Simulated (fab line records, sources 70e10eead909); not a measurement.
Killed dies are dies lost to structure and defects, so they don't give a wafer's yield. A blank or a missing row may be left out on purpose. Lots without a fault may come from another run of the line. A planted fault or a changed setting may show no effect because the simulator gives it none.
Problem report in the 8D (eight disciplines) form, filled by code | flow nand_harc | the parts of the form that need people (team, actions taken, sign-off) are left out

1. THE PROBLEM
thk_nm at NHARC_A_ONON_D1_THK_MEAS_05 reads a mean of 1497 nm on 6 wafers of 2 lots; wafers without a fault read 1000 nm with a standard deviation of 7.5. That is +66 standard deviations from the usual mean.
The step: measures by ellipsometry.
First seen on wafer L827.3, day 15 03:14, on film_metro-01. The record holds 42 wafers of 14 lots with a number at this step. Rule for "out", or "out of limits": more than 4 standard deviations from the usual mean. The other wafers with a number count as sound.

2. WHAT IT IS AND WHAT IT IS NOT
question                    | is                     | is not
which readings at this step | thk_nm                 | -
which lots                  | L827, L830             | L810, L811, L812, L813, L816, L819, L820, L821, L822, L823, L824, L825
which wafers of those lots  | all that have a number | -
read on which gauges        | film_metro-01          | film_metro-02
when                        | from day 15 03:14      | up to then (36 sound wafers)

3. SUSPECTS, AND WHAT RULES EACH OUT
Counting: a tool at a process step up to the reading stays a suspect if it ran every lot that is out and no sound lot after the first of them.
- the gauge at NHARC_A_ONON_D1_THK_MEAS_05: ruled out. All the wafers that are out were read on film_metro-01, but those of them that NHARC_END_SORT_01 has rows for are out there too, on other tools.
- pecvd_onon-03 at NHARC_A_ONON_D1_DEP_03 (target thk 1000 nm): kept. It ran every lot that is out, first L827 (day 15 02:50), and no sound lot after that; its last sound lot up to then is L825 (day 14 08:05).
Left after counting: pecvd_onon-03 at NHARC_A_ONON_D1_DEP_03.

4. THE CAUSE (what the simulator had put in)
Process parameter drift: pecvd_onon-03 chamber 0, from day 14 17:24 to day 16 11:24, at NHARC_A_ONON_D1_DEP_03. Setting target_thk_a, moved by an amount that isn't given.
Counting left only this tool.

5. THE CHAIN OF EFFECTS, in route order
Each row: a reading whose mean over the struck wafers that have a number lies more than 3 standard deviations from the usual. Only readings for which the record gives a usual standard deviation are gone through. hours: the time from each lot's start at the first step in this table that gives one to its start at this step, as a median over the lots. sigmas: the change in usual standard deviations.
hours | step                        | reading         | usual   | on struck wafers | change | sigmas
0     | NHARC_A_ONON_D1_THK_MEAS_05 | thk_nm          | 1000 nm | 1497             | +497   | +66
403   | NHARC_END_SORT_01           | killed_at_array | 55      | 671              | +616   | +32
403   | NHARC_END_SORT_01           | killed_dies     | 60      | 677              | +617   | +31

6. WHAT WOULD HAVE CAUGHT IT SOONER
In this record the first reading out of limits at a measuring or inspecting step was taken at day 15 03:14, 10 hours after the fault began at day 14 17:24.
Of the tool readings at NHARC_A_ONON_D1_DEP_03 for which the record gives a usual standard deviation, none was out on any struck wafer, so an alarm limit of 4 standard deviations on them would not have fired.
Of the lots that are out (2), L830 began NHARC_A_ONON_D1_DEP_03 on pecvd_onon-03 after day 15 03:14. A hold on the tool at that time would have spared it.
